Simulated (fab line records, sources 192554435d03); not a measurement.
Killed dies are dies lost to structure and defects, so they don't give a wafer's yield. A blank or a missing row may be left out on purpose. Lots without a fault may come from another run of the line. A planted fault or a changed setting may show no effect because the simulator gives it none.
A struck lot beside a sound one | flow n5_finfet | 18 steps out of a route of 1938
Sound: wafers L326.2, L326.4, L326.5. Struck: wafer L333.6. (L333.3, L333.5 of the same lot were not struck and are left out.) The cause comes at the end.
At each step with rows: each side's tool, then ch and its chambers, then its first start. Under that, the readings that differ: sound wafers | struck wafers | difference of the means | sigmas: that difference in standard deviations of wafers without a fault.
alike: readings whose means differ by less than 2 such deviations, and words and numbers that are the same on both sides. not compared: withheld readings, readings that some wafer has no value for, bounds like >300 that may hide the same value, and numbers for which the record gives no deviation and whose values overlap.
The two part at a step that has a row with sigmas, a row that says differs or no value, or rows on one side only. Numbers that don't overlap but have no deviation are shown without sigmas and don't part them. A reading that every wafer of one side lacks parts them only if that side has two wafers or more.

first, 7 steps without rows for these wafers: N5_BEOL_M9_COAT_60 (time 60 s, resist thk 30 nm); N5_BEOL_M9_COAT_05 (resist thk 90 nm); N5_BEOL_M9_EBR_07; N5_BEOL_M9_SOFTBAKE_06 (time 60 s); N5_BEOL_M9_EXPOSE_08 (exposes mask M9); N5_BEOL_M9_PEB_09 (peb time 60 s); N5_BEOL_M9_DEVELOP_10 (develop time 30 s).
N5_BEOL_M9_CD_MEAS_11: target cd 64.1 nm.
  sound on cd_sem-02 ch 0, day 10 11:31; struck on cd_sem-02 ch 0, day 12 13:44
  alike: cd_nm
N5_BEOL_M9_OVL_MEAS_12:
  sound on overlay-01 ch 0, day 10 11:32; struck on overlay-01 ch 0, day 12 13:46
  alike: M9_OVL
N5_BEOL_M9_INSPECT_13: inspects for defects (brightfield).
  sound on defect_inspect-02, day 10 11:34; struck on defect_inspect-01, day 12 13:47
  alike: raw_defect_count
N5_BEOL_M9_DESCUM_16: chemistry O2, time 7.9 s.
  sound on rie_diel-02 ch 0,3, day 10 11:36; struck on rie_diel-02 ch 2, day 12 13:49
  reading                     | sound             | struck | difference | sigmas
  drypump_motor_current_A (A) | 6.5 5.9 5.9       | 5.3    | -0.8       | -2
  temp_c (C)                  | 39.96 39.84 39.96 | 40.21  | +0.29      | +3
  alike: oes_product_au, rf_vpp_V, showerhead_plenum_p_Torr, throttle_valve_pct
  not compared: rf_hours_counter_h
N5_BEOL_M9_ETCH_61: etches SiARC in CF4, target depth 39 nm, time 65 s.
  sound on rie_diel-02 ch 0,3, day 10 11:38; struck on rie_diel-02 ch 2, day 12 13:51
  reading                     | sound       | struck | difference | sigmas
  drypump_motor_current_A (A) | 6.6 5.9 5.9 | 5.3    | -0.8       | -2
  alike: etch_rf_on_time_s, oes_product_au, rf_vpp_V, showerhead_plenum_p_Torr, throttle_valve_pct
  not compared: rf_hours_counter_h
N5_BEOL_M9_ETCH_62: etches SOC in N2/H2, target depth 110 nm, overetch 22 nm, time 165 s.
  sound on rie_diel-02 ch 0,3, day 10 11:41; struck on rie_diel-02 ch 2, day 12 13:54
  reading                                    | sound          | struck | difference | sigmas
  drypump_motor_current_A (A)                | 6.6 5.9 5.9    | 5.3    | -0.8       | -2
  model.SiARC_of_BEOL_M9_COAT_60.thk_nm (nm) | 23.6 23.8 23.6 | 22.6   | -1.1       |
  alike: oes_product_au, rf_vpp_V, showerhead_plenum_p_Torr, temp_c, throttle_valve_pct
  not compared: rf_hours_counter_h
then, 1 step without rows for these wafers: N5_BEOL_M9_STRIP_68 (strips in N2/H2).
N5_BEOL_M9_STRIP_67: strips in CF4.
  sound on rie_diel-02 ch 0,3, day 10 11:50; struck on rie_diel-02 ch 2, day 12 14:02
  reading                     | sound       | struck | difference | sigmas
  drypump_motor_current_A (A) | 6.5 5.9 5.9 | 5.2    | -0.9       | -3
  alike: oes_product_au, rf_vpp_V, showerhead_plenum_p_Torr, throttle_valve_pct
  not compared: rf_hours_counter_h
N5_BEOL_M9_HM_OPEN_17: chemistry Cl2/BCl3, target TiN, target depth 20 nm, overetch 6 nm.
  sound on rie_metal-03 ch 1, day 10 11:52; struck on rie_metal-02 ch 1, day 12 14:09
  reading                      | sound             | struck | difference | sigmas
  drypump_motor_current_A (A)  | 6.4 6.4 6.4       | 5.0    | -1.4       | -3
  he_backside_leak_sccm (sccm) | 3.36 3.27 3.27    | 3.81   | +0.51      | +2
  oes_product_au (a.u.)        | 0.75 0.74 0.73    | 0.57   | -0.17      | -2
  throttle_valve_pct (%)       | 21.94 21.96 21.96 | 22.41  | +0.46      | +2
  model.etch.depth_nm (nm)     | 20.38 19.96 20.13 | 17.57  | -2.59      |
  alike: oes_ar_750_au
  not compared: rf_hours_counter_h
N5_BEOL_M9_STRIP_19: strips in O2.
  sound on rie_diel-02 ch 0,1, day 10 11:59; struck on rie_diel-04 ch 3, day 12 14:18
  reading                     | sound       | struck | difference | sigmas
  drypump_motor_current_A (A) | 6.5 5.9 6.6 | 5.4    | -0.9       | -3
  alike: oes_product_au, rf_vpp_V, showerhead_plenum_p_Torr, temp_c, throttle_valve_pct
  not compared: rf_hours_counter_h
-- the record jumps here: 3 days lie between the struck wafers' starts before and after (it left off in module BEOL_M9 and takes up again in module PASSIVATION, whose first step shown is number 1936 of the route) --
N5_PASSIVATION_PROBE_49:
  sound on prober-02, day 13 01:10; struck on prober-01, day 15 06:20
  reading                  | sound          | struck | difference | sigmas
  defect_limited_yield (%) | 90.2 87.6 89.3 | 92.3   | +3.3       | +2
  killed_at_M0_to_M3       | 40 54 47       | 27     | -20        | -2
  killed_dies              | 116 146 126    | 91     | -38        | -2
  killed_open              | 79 97 76       | 54     | -30        | -2
  sort_n_pass              | 1064 1034 1054 | 1089   | +38        | +2
  alike: killed_at_M4_up, killed_at_contacts, killed_at_front_end, killed_at_other, killed_short, sort_bin_5_function, sort_bin_6_memory, sort_bin_8_speed

WHERE THEY PART
First at N5_BEOL_M9_DESCUM_16; last, within this record, at N5_PASSIVATION_PROBE_49.

WHY: what the simulator had put in
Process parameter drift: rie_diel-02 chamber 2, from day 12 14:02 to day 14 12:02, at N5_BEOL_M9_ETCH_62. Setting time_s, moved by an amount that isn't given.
